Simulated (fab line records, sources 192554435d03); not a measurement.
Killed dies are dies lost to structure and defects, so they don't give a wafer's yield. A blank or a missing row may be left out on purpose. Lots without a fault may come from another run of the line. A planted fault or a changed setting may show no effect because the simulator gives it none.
Which tool did it? | flow n5_finfet | 14 lots, 42 wafers sampled, at 5 steps of a route of 1938

WHAT THE GAUGES READ, wafer by wafer
N5_BEOL_M6_CD_MEAS_11: target cd 38.5 nm.
lot  | measured     | on        | cd_nm (nm)
L487 | day 8 22:22  | cd_sem-02 | 38.9 39.7 38.6
L488 | day 9 07:41  | cd_sem-02 | 38.7 38.4 38.2
L491 | day 10 12:58 | cd_sem-03 | 39.1 38.8 39.3
L495 | day 10 19:57 | cd_sem-01 | 38.4 37.9 38.2
L500 | day 12 10:11 | cd_sem-01 | 38.6 39.0 38.8
L501 | day 12 14:25 | cd_sem-02 | 39.5 38.3 38.5
L502 | day 12 20:07 | cd_sem-01 | 40.1 38.9 39.4
L503 | day 12 23:07 | cd_sem-03 | 38.5 39.3 38.7
L504 | day 13 13:03 | cd_sem-03 | 38.2 39.0 38.0
L506 | day 13 16:50 | cd_sem-02 | 38.1 39.4 38.9
L505 | day 13 22:29 | cd_sem-03 | 39.2 38.3 38.8
L507 | day 14 09:25 | cd_sem-02 | 39.1 39.8 38.1
L508 | day 14 10:48 | cd_sem-03 | 38.5 38.7 38.8
L509 | day 14 23:23 | cd_sem-02 | 37.8 38.1 38.6

N5_BEOL_M6_CD_MEAS_18: pitch 80 nm, target cd 40 nm.
lot  | measured     | on        | cd_nm (nm)
L487 | day 8 23:05  | cd_sem-03 | 40.7 40.5 39.4
L488 | day 9 08:16  | cd_sem-02 | 40.1 39.3 39.4
L491 | day 10 13:30 | cd_sem-03 | - - -
L495 | day 10 20:45 | cd_sem-02 | - - -
L500 | day 12 10:47 | cd_sem-01 | 40.4 40.3 40.7
L501 | day 12 14:58 | cd_sem-01 | 41.3 40.4 40.1
L502 | day 12 20:48 | cd_sem-03 | 42.0 40.6 41.4
L503 | day 12 23:39 | cd_sem-02 | 39.7 40.5 39.9
L504 | day 13 13:43 | cd_sem-01 | 39.0 40.9 39.9
L506 | day 13 17:23 | cd_sem-02 | 39.0 40.1 39.8
L505 | day 13 23:11 | cd_sem-03 | 40.3 39.6 40.6
L507 | day 14 10:02 | cd_sem-02 | 40.8 40.6 40.0
L508 | day 14 11:25 | cd_sem-03 | 39.8 39.6 40.6
L509 | day 14 23:56 | cd_sem-02 | 39.1 39.3 39.4

WHICH TOOL RAN EACH LOT (tool, then ch and the chambers of the sampled wafers, then the start)
lot  | N5_BEOL_M5_SPUTTER_90        | N5_BEOL_M6_PECVD_70             | N5_BEOL_M6_HM_OPEN_17
L487 | pvd_sputter-01, day 8 16:55  | pecvd-02 ch 0,1,2, day 8 19:44  | rie_metal-02 ch 0,1, day 8 22:44
L488 | pvd_sputter-01, day 9 01:37  | pecvd-04 ch 1, day 9 04:52      | rie_metal-02 ch 0,1, day 9 08:05
L491 | pvd_sputter-01, day 10 08:00 | pecvd-01 ch 2, day 10 12:04     | rie_metal-01 ch 0,1, day 10 13:19
L495 | pvd_sputter-03, day 10 14:09 | pecvd-02 ch 0,1,2, day 10 19:10 | rie_metal-01 ch 0,1, day 10 20:31
L500 | pvd_sputter-01, day 12 05:54 | pecvd-02 ch 0,1, day 12 07:55   | rie_metal-02 ch 0,1, day 12 10:37
L501 | pvd_sputter-03, day 12 10:13 | pecvd-01 ch 0,1,2, day 12 12:04 | rie_metal-01 ch 0,1, day 12 14:49
L502 | pvd_sputter-01, day 12 15:44 | pecvd-04 ch 0,2, day 12 18:12   | rie_metal-02 ch 0,1, day 12 20:37
L503 | pvd_sputter-03, day 12 19:59 | pecvd-04 ch 0,1,2, day 12 21:43 | rie_metal-03 ch 0, day 12 23:28
L504 | pvd_sputter-03, day 13 08:54 | pecvd-01 ch 0,1, day 13 10:45   | rie_metal-01 ch 1, day 13 13:26
L506 | pvd_sputter-01, day 13 14:34 | pecvd-02 ch 0,1,2, day 13 16:18 | rie_metal-02 ch 0,1, day 13 17:12
L505 | pvd_sputter-02, day 13 17:00 | pecvd-01 ch 1,2, day 13 19:43   | rie_metal-02 ch 0,1, day 13 22:51
L507 | pvd_sputter-02, day 14 05:19 | pecvd-04 ch 0,1,2, day 14 07:04 | rie_metal-03 ch 0,1, day 14 09:47
L508 | pvd_sputter-01, day 14 08:15 | pecvd-01 ch 1,2, day 14 09:59   | rie_metal-01 ch 1, day 14 11:14
L509 | pvd_sputter-03, day 14 19:46 | pecvd-04 ch 0,2, day 14 22:23   | rie_metal-03 ch 0,1, day 14 23:45
- N5_BEOL_M5_SPUTTER_90: material Cu, target thk 4.5 nm, time 8.29 s.
- N5_BEOL_M6_PECVD_70: deposits SiO2 from TEOS/O2, target thk 20 nm, time 22.7 s.
- N5_BEOL_M6_HM_OPEN_17: chemistry Cl2/BCl3, target TiN, target depth 20 nm, overetch 6 nm.

WHAT THE TOOLS THEMSELVES READ (means of the sampled wafers that have a number; where no wafer has one, the mark that the record gives instead)
N5_BEOL_M5_SPUTTER_90.
lot  | tool           | throttle_valve_pct (%)
L487 | pvd_sputter-01 | 28.7
L488 | pvd_sputter-01 | 31.1
L491 | pvd_sputter-01 | 29.5
L495 | pvd_sputter-03 | 28.4
L500 | pvd_sputter-01 | 30.9
L501 | pvd_sputter-03 | 30.3
L502 | pvd_sputter-01 | 29.7
L503 | pvd_sputter-03 | 30.2
L504 | pvd_sputter-03 | 29.3
L506 | pvd_sputter-01 | 29.5
L505 | pvd_sputter-02 | 29.9
L507 | pvd_sputter-02 | 29.6
L508 | pvd_sputter-01 | 29.9
L509 | pvd_sputter-03 | 29.9

N5_BEOL_M6_PECVD_70.
lot  | tool     | heater_power_w (W) | rf_fwd_power_W (W) | showerhead_plenum_p_Torr (Torr) | throttle_valve_pct (%)
L487 | pecvd-02 | 671                | 444.7              | 8.76                            | 22.6
L488 | pecvd-04 | 620                | 443.1              | 8.84                            | 23.3
L491 | pecvd-01 | 660                | 446.0              | 8.76                            | 20.8
L495 | pecvd-02 | 664                | 443.6              | 8.76                            | 22.8
L500 | pecvd-02 | 631                | 445.9              | 8.81                            | 23.0
L501 | pecvd-01 | 808                | 443.6              | 8.71                            | 20.9
L502 | pecvd-04 | 673                | 446.7              | 8.78                            | 20.6
L503 | pecvd-04 | 699                | 446.7              | 8.79                            | 21.6
L504 | pecvd-01 | 717                | 443.4              | 8.68                            | 21.1
L506 | pecvd-02 | 647                | 445.0              | 8.77                            | 22.7
L505 | pecvd-01 | 748                | 446.2              | 8.70                            | 21.2
L507 | pecvd-04 | 674                | 445.7              | 8.80                            | 21.8
L508 | pecvd-01 | 781                | 444.4              | 8.72                            | 21.3
L509 | pecvd-04 | 643                | 447.1              | 8.78                            | 20.8

N5_BEOL_M6_HM_OPEN_17.
lot  | tool         | bcl3_flow_sccm (sccm) | bias_w (W) | drypump_motor_current_A (A) | mfc_cl2_sccm (sccm) | oes_product_au (a.u.) | rf_fwd_power_W (W) | throttle_valve_pct (%)
L487 | rie_metal-02 | 21.79                 | 126.1      | 5.3                         | 53.22               | 0.58                  | 990                | 22.45
L488 | rie_metal-02 | 21.72                 | 125.8      | 5.5                         | 53.12               | 0.56                  | 991                | 22.37
L491 | rie_metal-01 | -                     | -          | -                           | -                   | -                     | -                  | -
L495 | rie_metal-01 | -                     | -          | -                           | -                   | -                     | -                  | -
L500 | rie_metal-02 | 21.77                 | 126.3      | 5.5                         | 53.23               | 0.72                  | 992                | 22.18
L501 | rie_metal-01 | 21.79                 | 125.5      | 6.0                         | 53.30               | 0.55                  | 998                | 22.34
L502 | rie_metal-02 | 21.79                 | 125.8      | 5.5                         | 53.15               | 0.71                  | 992                | 22.17
L503 | rie_metal-03 | 21.87                 | 126.0      | 5.9                         | 53.21               | 0.69                  | 987                | 22.36
L504 | rie_metal-01 | 21.75                 | 126.1      | 5.9                         | 53.28               | 0.59                  | 996                | 22.01
L506 | rie_metal-02 | 21.74                 | 125.7      | 5.5                         | 53.29               | 0.71                  | 990                | 22.16
L505 | rie_metal-02 | 21.82                 | 125.7      | 5.3                         | 53.07               | 0.64                  | 992                | 22.36
L507 | rie_metal-03 | 21.68                 | 126.0      | 6.2                         | 53.14               | 0.61                  | 993                | 22.34
L508 | rie_metal-01 | 21.74                 | 126.0      | 6.0                         | 53.13               | 0.58                  | 996                | 22.00
L509 | rie_metal-03 | 21.76                 | 126.1      | 6.2                         | 53.22               | 0.61                  | 988                | 22.35

THE ANSWER, worked out from the rows above alone
Rule: what is usual is taken from the lots themselves. Put in order of their means at a reading, lots are off if they are a third of the lots or fewer, leave a main group of 4 or more, and stand apart from it by a gap of 3 or more times the standard deviation of the main group's means; of several such gaps the widest counts. A main group whose means are all the same, to the digits that the tables above print for the reading, isn't used. A lot without any number at a reading at which 4 lots or more have one is off too. The other lots that the step has rows for count as sound. The gauges are gone through in route order, then the tools' own readings, and for those a lot's mean is taken as printed above. The first step at which some lot is off is used, and at that step the reading that is off furthest; a lot without a number counts as furthest.
Off: L491, L495, at N5_BEOL_M6_CD_MEAS_18 (cd_nm). Without a number there: L491, L495. The main group: mean 40.1 nm, standard deviation 0.52.
A tool fits if, at a process step before that reading, it ran every lot that is off, and no sound lot after the first of them. The gauges at N5_BEOL_M6_CD_MEAS_18 aren't tried: what is off there is off at N5_BEOL_M6_HM_OPEN_17 too, on other tools, and a gauge's error can't cause that. None of those tried fits.

WHAT THE SIMULATOR HAD PUT IN
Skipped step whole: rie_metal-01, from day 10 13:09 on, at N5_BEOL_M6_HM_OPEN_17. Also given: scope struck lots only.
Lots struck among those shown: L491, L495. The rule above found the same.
